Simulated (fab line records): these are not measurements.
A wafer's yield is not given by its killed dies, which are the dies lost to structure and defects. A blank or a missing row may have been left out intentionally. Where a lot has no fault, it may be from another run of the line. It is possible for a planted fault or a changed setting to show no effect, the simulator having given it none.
fab line records	flow n5Finfet
[record] lots = 4	wafers = 10	lastDay = 16
route steps=1938 shown BEOL_M10@1500 BEOL_M11@1536 BEOL_M15@1830
lots that met no fault: from a run of the same line without faults
startH: hours from the record's opening day to when the first of the lot's shown wafers began	waitH: time in hours since the lot's previous step	" as in the row above	L1.1+2: a single row standing in for several wafers	- value missing, or start not given	* or withheld: withheld	< > ~ a bound
route shown NAME@n: names a module that has steps shown in the file, with the first one's number in the route	usual: mean/standard deviation of fault-free wafers	same: alike in all rows	chamber/n: place in a boat	sites: per-site readings	_std_site: standard deviation across them	_edge_site: the outer-site mean with the inner-site mean subtracted	radiusMm: how far each site lies from the wafer's centre	mask NAME#n: copy n	behind: the last tool/chamber to shape the wafer	hold: reason for holding the lot/hours on hold/outcome of the hold	device: transistor that didn't switch, given as n, p or np	end of line: the same wafers' tests at the end of the route	a step with no rows: only its recipe	killed: not the wafer's yield, but the dies lost to structure and defects at the first sort	map: the dies of a wafer, with x for killed, . for not killed, _ for no die there
set.NAME: the setting as run; set.NAME@STEP: as run at that earlier step	model.NAME: the simulator's own value behind a step, which no gauge read
lots at selected steps of the route; one table per step, one row per wafer
services: a tool's chamber out of use, with start hour (startH, from the record's first day; less than 0 if before it), hours out, and reason
[[steps]]
[step N5_BEOL_M10_PEB_26]
[recipe] pebTempC = withheld	pebTimeS = 60	resist = CAR-ArF
[step N5_BEOL_M10_DEVELOP_27]
[recipe] developTimeS = 30	developer = TMAH	resist = CAR-ArF	rinseLiquid = diw	dry = airSpin	devTempC = 23
[step N5_BEOL_M10_DESCUM_33]
[recipe] chemistry = O2	timeS = 7.9	sourcePowerW = 50	biasPowerW = 20	pressureMtorr = 20	rfFrequencyHz = 2.712e+07	tempC = 40	resist = CAR-ArF	o2FlowSccm = 225
[step N5_BEOL_M10_ETCH_65]
[recipe] chemistry = CF4	target = SiARC	targetDepthA = 390	maskMaterial = CAR-ArF	timeS = 65	ionEnergyEv = 80	pressureMtorr = 40	sourceW = 545	biasW = 36	Ar_flow_sccm = 100	cf4FlowSccm = 100	ends = cleared
[step N5_BEOL_M10_ETCH_66]
[recipe] chemistry = N2/H2	target = SOC	targetDepthA = 1200	overetchA = 240	maskMaterial = SiARC	tempC = 40	timeS = 180	ionEnergyEv = 200	pressureMtorr = 30	sourceW = 840	biasW = 150	n2FlowSccm = 200	h2FlowSccm = 200
[step N5_BEOL_M10_STRIP_69]
[recipe] chemistry = N2/H2	tempC = 40	n2FlowSccm = 200	h2FlowSccm = 200	rfFrequencyHz = 6e+07
[step N5_BEOL_M10_VIA_ETCH_34]
[recipe] chemistry = C4F6/O2	target = SiCOH_lowk	targetDepthA = 1845	maskMaterial = SOC	taperDeg = 4	timeS = 69.2	ionEnergyEv = 250	pressureMtorr = 30	sourceW = 345	biasW = 185	Ar_flow_sccm = 300	C4F6_flow_sccm = 10	O2_flow_sccm = 10
[step N5_BEOL_M10_STRIP_73]
[recipe] chemistry = C4F6/O2	resist = SiARC	rfFrequencyHz = 6e+07
[step N5_BEOL_M10_STRIP_36]
[recipe] chemistry = N2/H2	powerW = 450	tempC = 40	pressureMtorr = 20	rfFrequencyHz = 6e+07	overashFraction = 0.3	biasPowerW = 7	h2Frac = 0.5	n2FlowSccm = 200	h2FlowSccm = 200
[step N5_BEOL_M10_TRENCH_ETCH_37]
[recipe] chemistry = C4F6/O2	targetDepthA = 1488.3	target = SiCOH_lowk	timeS = 48	ionEnergyEv = 250	pressureMtorr = 30	sourceW = 345	biasW = 185	Ar_flow_sccm = 300	C4F6_flow_sccm = 10	O2_flow_sccm = 10
[usual] O2_flow_sccm = 10.000/0.03	drypumpMotorCurrentA = 5.7/0.42	oes_f_703_au = 0.81/0.096	oes_o_777_au = 0.81/0.1	oesProductAu = 0.81/0.093	rfFwdPowerW = 341.1/1.8	rfVppV = 671/28	showerheadPlenumPTorr = 2.87/0.065	throttleValvePct = 20.85/0.22
[same] timeS = 48
lot.wafer	tool	chamber	startH	waitH	O2_flow_sccm	drypumpMotorCurrentA	oes_f_703_au	oes_o_777_au	oesProductAu	rfFwdPowerW	rfHoursCounterH	rfVppV	showerheadPlenumPTorr	throttleValvePct	model.etch.depthNm	model.BEOL_M10.featureDepthNm	model.TiN_of_BEOL_M10_HM_DEP_02.thkNm
L860.2	rieDiel-06	1	210.04	-	10.041	6.1	0.65	0.67	0.67	341.9	238	692	2.83	21.01	140.4	140.4	16
L860.4	"	3	"	"	10.036	5.8	0.72	0.71	0.74	342.9	-	698	2.84	21.24	153.5	153.6	16
L860.6	"	1	"	"	10.023	6.1	0.66	0.67	0.67	341.7	-	691	2.82	21.03	141.1	141	15.8
L871.2	rieDiel-06	0	278.96	-	10.009	5.7	1.20	1.12	0.82	550.3	170	564	2.85	20.86	174.3	174.2	15.4
L872.2	rieDiel-06	0	293.95	-	9.991	5.7	1.19	1.11	0.81	549.0	175	565	2.85	20.85	173.1	173	15
L872.4	"	1	"	"	10.034	6.1	0.92	0.94	0.96	343.1	6	692	2.81	20.66	145.6	145.6	15.6
L872.6	"	0	"	"	9.968	5.7	1.20	1.11	0.81	549.9	-	562	2.84	20.83	173.5	173.4	15.2
L878.4	rieDiel-05	3	321.99	-	9.944	5.6	0.88	0.86	0.82	340.8	62	623	2.97	20.65	147.1	147.2	15.8
L878.5	"	3	"	"	9.971	5.6	0.87	0.87	0.82	342.3	-	620	2.97	20.65	148.2	148.2	15.8
L878.6	"	0	"	"	9.987	6.0	0.71	0.70	0.71	342.2	-	680	2.91	20.73	148.7	148.6	16.2
[step N5_BEOL_M10_ETCH_41]
[recipe] chemistry = CH3F/O2	target = SiCN	targetDepthA = 426	taperDeg = 2	timeS = 86	ionEnergyEv = 120	maskMaterial = TiN	pressureMtorr = 30	sourceW = 395	biasW = 75	Ar_flow_sccm = 150	CH3F_flow_sccm = 30	O2_flow_sccm = 20
[step N5_BEOL_M10_STRIP_77]
[recipe] chemistry = N2/H2	timeS = 10	powerW = 450	tempC = 40	pressureMtorr = 20	rfFrequencyHz = 6e+07	biasPowerW = 7	n2FlowSccm = 200	h2FlowSccm = 200
[step N5_BEOL_M10_OCD_MEAS_38]
[usual] trenchDepthNm = 149/3.6
lot.wafer	tool	chamber	startH	waitH	trenchDepthNm
L860.2	ocd-02	-	210.23	-	140
L860.4	"	-	"	"	153
L860.6	"	-	"	"	141
L871.2	ocd-01	-	279.15	-	174
L872.2	ocd-02	-	294.13	-	173
L872.4	"	-	"	"	145
L872.6	"	-	"	"	174
L878.4	ocd-02	-	322.18	-	147
L878.5	"	-	"	"	149
L878.6	"	-	"	"	149
[step N5_BEOL_M10_HM_STRIP_39]
[recipe] chemistry = peroxideTinStrip	material = TiN	targetDepthA = 250	tempC = 50	timeS = 158
[step N5_BEOL_M10_SRD_40]
[recipe] timeS = 30	tempC = 23	rinseLiquid = diw	dry = ipaMarangoni
[step N5_BEOL_M10_PRECLEAN_42]
[recipe] chemistry = residueRemover	timeS = 60	tempC = 40
[step N5_BEOL_M10_SRD_43]
[recipe] timeS = 30	tempC = 23	rinseLiquid = diw	dry = ipaMarangoni
[step N5_BEOL_M10_CURE_72]
[recipe] tempC = 370	timeS = 120	ambient = DMADMS/He	material = SiCOH_lowk
[step N5_BEOL_M10_DEGAS_44]
[recipe] ambient = vacuum	tempC = 250	timeS = 60
[step N5_BEOL_M10_PRE_CLEAN_45]
[recipe] gas = H2/He	timeS = 30	tempC = 250
[step N5_BEOL_M10_ALD_74]
[recipe] material = TaN	targetThkA = 20	tempC = 275	aldPrecursorFamily = PDMAT	aldCoReactant = NH3	pressureTorr = 3	carrierFlowSccm = 1500	pulseTimeS = 2	purgeTimeS = 3	coReactantPurgeTimeS = 2	coReactantPulseTimeS = 3	aldCycles = 40	precursorVesselTempC = 75	precursorVesselPressureTorr = 26.25	precursorVesselCarrierSccm = 1000
[step N5_BEOL_M10_SURFACE_TREAT_76]
[recipe] gas = Ar	timeS = *	ionEnergyEv = *	ionCurrentMaCm2 = 0.5	pressureMtorr = *	arFlowSccm = 30
[step N5_BEOL_M10_CVD_75]
[recipe] material = Co	targetThkA = 20	tempC = withheld	precursor = CCTBA/H2	pressureTorr = 30	timeS = 138.9
[step N5_BEOL_M10_SPUTTER_48]
[recipe] material = Cu	targetThkA = 120	tempC = -20	biasV = 60	powerW = 26000	chamberPressurePa = 0.13	timeS = 2
[step N5_BEOL_M10_ECD_50]
[recipe] material = Cu	targetThkA = 3180
[step N5_BEOL_M10_ANNEAL_51]
[recipe] tempC = 225	timeS = 90	ambient = N2
[step N5_BEOL_M10_CMP_52]
[recipe] stopOn = SiCOH_lowk	tOverpolishS = 7	downForcePsi = 1	platenRpm = 50	clearingPlatenDownForcePsi = 1.5	clearingPlatenRpm = 50	postCmpClean = cuAlkaline	targetThkNm = 140	clearingPlatenPadVelocityMS = 0.99484	padVelocityMS = 0.99484
[usual] barrierFieldEndpointS = 28.8/0.94	motorCurrentA = 6.3/0.68	overpolishRunS = 7.000/0.0095	retainingRingPressureFrac = 1.000/0.0052	timeToEndpointS = 65/4.3
lot.wafer	tool	chamber	startH	waitH	barrierFieldEndpointS	motorCurrentA	overpolishRunS	retainingRingPressureFrac	timeToEndpointS	model.Cu_of_BEOL_M10_ECD_50.thkNm
L860.2	cmp-03	3	212.43	0.3	29.6	7.1	7.011	1.005	72	132.6
L860.4	"	0	"	"	27.6	6.1	7.011	1.010	63	144
L860.6	"	2	"	"	28.0	7.3	7.005	0.989	61	131.8
L871.2	cmp-01	2	281.44	0.2	27.0	5.1	7.001	0.998	63	164.4
L872.4	cmp-03	1	296.47	0.3	29.0	7.0	6.997	0.995	66	136
L872.2	"	2	"	"	27.0	7.0	7.003	0.996	57	161.6
L872.6	"	1	"	"	28.5	6.9	6.998	1.002	63	163.8
L878.4	cmp-02	2	324.65	0.2	29.0	6.7	6.993	0.992	67	138.8
L878.6	"	0	"	"	29.3	6.5	6.991	1.001	68	140.8
L878.5	"	1	"	"	30.6	6.3	6.998	0.990	72	139.4
[step N5_BEOL_M10_THK_MEAS_53]
[recipe] thkMeasGauge = xrf	reads = Cu_of_BEOL_M10_ECD_50
[usual] M10_THK = 141/4
lot.wafer	tool	chamber	startH	waitH	M10_THK[nm]
L860.2	filmMetro-02	-	212.65	-	133
L860.4	"	-	"	"	146
L860.6	"	-	"	"	133
L871.2	filmMetro-01	-	281.73	-	166
L872.2	filmMetro-02	-	296.76	-	164
L872.4	"	-	"	"	137
L872.6	"	-	"	"	166
L878.4	filmMetro-01	-	324.87	-	139
L878.5	"	-	"	"	140
L878.6	"	-	"	"	141
[step N5_BEOL_M10_PRE_CLEAN_55]
[recipe] gas = NH3	timeS = 15	tempC = withheld	rfPowerW = 300
[step N5_BEOL_M10_DEP_56]
[recipe] material = SiCN	targetThkA = 150	tempC = withheld	precursor = 3MS/NH3	pressureTorr = 3	rfW = 202	timeS = 26.5
[step N5_BEOL_M10_RS_MEAS_57]
[recipe] thkMeasGauge = four-point-probe	reads = Cu_of_BEOL_M10_ECD_50+Co_of_BEOL_M10_CVD_75+TaN_of_BEOL_M10_ALD_74
[usual] M10_RS = 0.151/0.0047
lot.wafer	tool	chamber	startH	waitH	M10_RS[ohm/sq]
L860.2	filmMetro-01	-	212.82	0.1	0.160
L860.4	"	-	"	"	0.146
L860.6	"	-	"	"	0.162
L871.2	filmMetro-01	-	281.87	0.1	0.127
L872.2	filmMetro-02	-	296.90	0.1	0.129
L872.4	"	-	"	"	0.156
L872.6	"	-	"	"	0.127
L878.4	filmMetro-01	-	325.01	0.0	0.153
L878.5	"	-	"	"	0.152
L878.6	"	-	"	"	0.150
[step N5_BEOL_M11_ILD_DEP_00]
[recipe] material = SiCOH_lowk	targetThkA = 3085.1	tempC = 300	precursor = DEMS/porogen	pressureTorr = 5	rfW = 500	timeS = 58
[step N5_BEOL_M11_CURE_71]
[recipe] tempC = 385	timeS = 240	ambient = He/Ar	material = SiCOH_lowk
[step N5_BEOL_M11_PECVD_70]
[recipe] material = SiO2	targetThkA = 200	tempC = 400	precursor = TEOS/O2	pressureTorr = 5.5	rfW = 450	teosFlowSccm = 53.8	gas = O2	flowSccm = 3000	timeS = 22.7
[step N5_BEOL_M11_HM_DEP_02]
[recipe] material = TiN	targetThkA = 200	tempC = 25	chamberPressurePa = 0.49996
[step N5_BEOL_M11_COAT_59]
[recipe] resist = SOC	tempC = 250	timeS = 60	spinRpm = 1500	resistThkNm = 100
[step N5_BEOL_M15_RC_MEAS_101]
[usual] COMB_M11 = 1.5e-11/3e-12	COMB_M12 = 6.2e-12/1.2e-12	COMB_M13 = 4.6e-12/1.2e-12	COMB_M14 = 3.5e-12/8.7e-13	COMB_M15 = 2.5e-12/7.4e-13	COMB_M5 = 3.7e-11/6.5e-12	COMB_M6 = 2.6e-11/5.1e-12	COMB_M7 = 2.5e-11/4.2e-12	COMB_M8 = 2.7e-11/5.9e-12	COMB_M9 = 1.4e-11/3.2e-12	SERP_M10 = 3.05/0.11	SERP_M10_max_site = 3.13/0.12	SERP_M11 = 3.09/0.12	SERP_M12 = 0.633/0.022	SERP_M13 = 0.314/0.0074	SERP_M14 = 0.161/0.0076	SERP_M5 = 38.5/2.2	SERP_M6 = 14.0/0.73	SERP_M7 = 13.9/0.94	SERP_M8 = 14.0/0.71	SERP_M9 = 3.09/0.12
lot.wafer	tool	chamber	startH	waitH	COMB_M11[S/m]	COMB_M12[S/m]	COMB_M13[S/m]	COMB_M14[S/m]	COMB_M15[S/m]	COMB_M5[S/m]	COMB_M6[S/m]	COMB_M7[S/m]	COMB_M8[S/m]	COMB_M9[S/m]	SERP_M10[ohm/um]	SERP_M10_max_site[ohm/um]	SERP_M11[ohm/um]	SERP_M12[ohm/um]	SERP_M13[ohm/um]	SERP_M14[ohm/um]	SERP_M5[ohm/um]	SERP_M6[ohm/um]	SERP_M7[ohm/um]	SERP_M8[ohm/um]	SERP_M9[ohm/um]
L860.2	prober-01	0	245.86	0.4	1.5e-11	8e-12	3.8e-12	2.5e-12	1.9e-12	2.7e-11	2.4e-11	2.2e-11	3.4e-11	1.2e-11	3.37	3.44	3.28	0.646	0.313	0.161	36.7	13.4	14.6	14.1	3.21
L860.4	"	0	"	"	1.3e-11	9.2e-12	3.1e-12	2.4e-12	1.8e-12	3.5e-11	1.9e-11	2.5e-11	3e-11	1.6e-11	3.04	3.13	3.20	0.672	0.309	0.153	35.6	14.3	14.8	14.8	3.15
L860.6	"	0	"	"	1.5e-11	6.8e-12	6.6e-12	2.4e-12	1.8e-12	4.8e-11	2.6e-11	2.8e-11	2.5e-11	1.2e-11	3.37	3.41	3.23	0.614	0.320	0.180	38.3	12.8	13.5	14.3	3.29
L871.2	prober-01	0	309.77	0.6	1e-11	5.5e-12	3.4e-12	3.9e-12	1.8e-12	4.5e-11	2.2e-11	2.9e-11	2.4e-11	1.4e-11	2.56	2.62	3.06	0.648	0.317	0.155	40.1	14.4	14.9	13.4	2.99
L872.2	prober-01	0	332.26	0.2	1.5e-11	4.9e-12	3.4e-12	2.9e-12	2.3e-12	4.4e-11	1.9e-11	1.9e-11	2.2e-11	1.9e-11	2.67	2.70	3.24	0.649	0.303	0.157	39.4	13.1	12.7	13.4	3.19
L872.4	"	0	"	"	1.5e-11	5.4e-12	2.9e-12	2.7e-12	1.5e-12	3.7e-11	2e-11	2.7e-11	3.7e-11	1.5e-11	3.17	3.24	3.02	0.653	0.310	0.168	38.5	14.2	12.8	14.7	3.21
L872.6	"	0	"	"	1.1e-11	5.2e-12	5.1e-12	3.1e-12	2.6e-12	3.3e-11	2.5e-11	2.9e-11	3.1e-11	1.6e-11	2.49	2.55	3.11	0.612	0.308	0.172	37.8	13.4	12.9	12.5	3.10
L878.4	prober-01	0	359.25	0.5	1.8e-11	5.8e-12	3.7e-12	2.9e-12	1.8e-12	3.4e-11	2.1e-11	2.7e-11	3.3e-11	1e-11	3.10	3.27	3.16	0.642	0.317	0.154	38.6	13.7	14.7	13.7	3.02
L878.5	"	0	"	"	1.7e-11	6.3e-12	4e-12	2.9e-12	3e-12	4.1e-11	2.1e-11	1.3e-11	2.6e-11	1.1e-11	3.07	3.22	3.14	0.630	0.316	0.168	38.3	13.7	14.6	13.0	3.02
L878.6	"	0	"	"	2.1e-11	5.7e-12	4.8e-12	2.7e-12	2.7e-12	4.1e-11	2.6e-11	2.4e-11	2.4e-11	1.1e-11	3.04	3.07	3.08	0.602	0.309	0.163	41.3	12.9	14.6	14.7	2.86
// sites SERP_M10 radiusMm=0,75,75,75,75,140,140,140,140
L860.2 3.41 3.44 3.40 3.37 3.44 3.15 3.19 3.15 3.16
L871.2 2.59 2.59 2.56 2.56 2.62 2.52 2.53 2.55 2.52
L872.2 2.69 2.64 2.68 2.70 2.65 2.65 2.66 2.67 2.67
L878.4 3.27 3.13 3.14 3.10 3.15 2.87 2.95 3.00 2.88
[[services]]
tool	chamber	startH	hours	kind
cmp-02	-	202.83	2.3	repair
rieDiel-06	0	207.22	4.4	repair
cmp-01	-	211.66	0.2	repair
rieDiel-05	0	230.90	5.1	repair
cmp-02	-	239.17	1.1	repair
rieDiel-06	3	245.02	16.7	repair
cmp-01	-	260.34	2.1	repair
rieDiel-06	1	261.75	-	clean
rieDiel-06	1	261.75	-	consumableReplace:focusRing
rieDiel-06	1	261.75	17.4	scheduledDown
rieDiel-06	1	261.75	17.4	ventCycle
cmp-02	-	261.89	2.7	repair
cmp-02	-	279.84	2.0	repair
cmp-02	-	286.12	25.1	repair
cmp-03	-	286.72	6.2	pm
cmp-01	-	293.55	4.3	pm
rieDiel-06	2	302.78	3.3	repair
cmp-01	-	308.44	1.4	repair
[[key]]
[firstSign] step = N5_BEOL_M10_TRENCH_ETCH_37	reading = rfFwdPowerW	direction = up	sigmas = 99+	usual = *	struck = *
[effect] step = N5_BEOL_M10_TRENCH_ETCH_37	reading = oes_f_703_au	direction = up	sigmas = 4	usual = 0.81	struck = 1.19
[effect] step = N5_BEOL_M10_OCD_MEAS_38	reading = trenchDepthNm	direction = up	sigmas = 6.9	usual = 149	struck = 174
[effect] step = N5_BEOL_M10_THK_MEAS_53	reading = M10_THK	direction = up	sigmas = 6	usual = 141	struck = 165
[effect] step = N5_BEOL_M10_RS_MEAS_57	reading = M10_RS	direction = down	sigmas = 5	usual = 0.151	struck = 0.128
[effect] step = N5_BEOL_M15_RC_MEAS_101	reading = SERP_M10	direction = down	sigmas = 4.3	usual = 3.05	struck = 2.57
[modelEffect] step = N5_BEOL_M10_TRENCH_ETCH_37	value = etch.depthNm	without = 144.7	struck = 173.6
[modelEffect] step = N5_BEOL_M10_CMP_52	value = Cu_of_BEOL_M10_ECD_50.thkNm	without = 134.3	struck = 163.3
metAt N5_BEOL_M10_TRENCH_ETCH_37
struckWafers L871.2,L872.2,L872.6
rowsEnd L871.2
[fault] kind = processParameterDrift	tool = rieDiel-06	chamber = 0	onsetH = 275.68	steps = N5_BEOL_M10_TRENCH_ETCH_37	channel = sourceW	offset = 207	shape = step	actsIn = theseRecipesOnly	stated = 345
// rowsEnd: these wafers met a further fault down the route, and their rows from its step on are left out
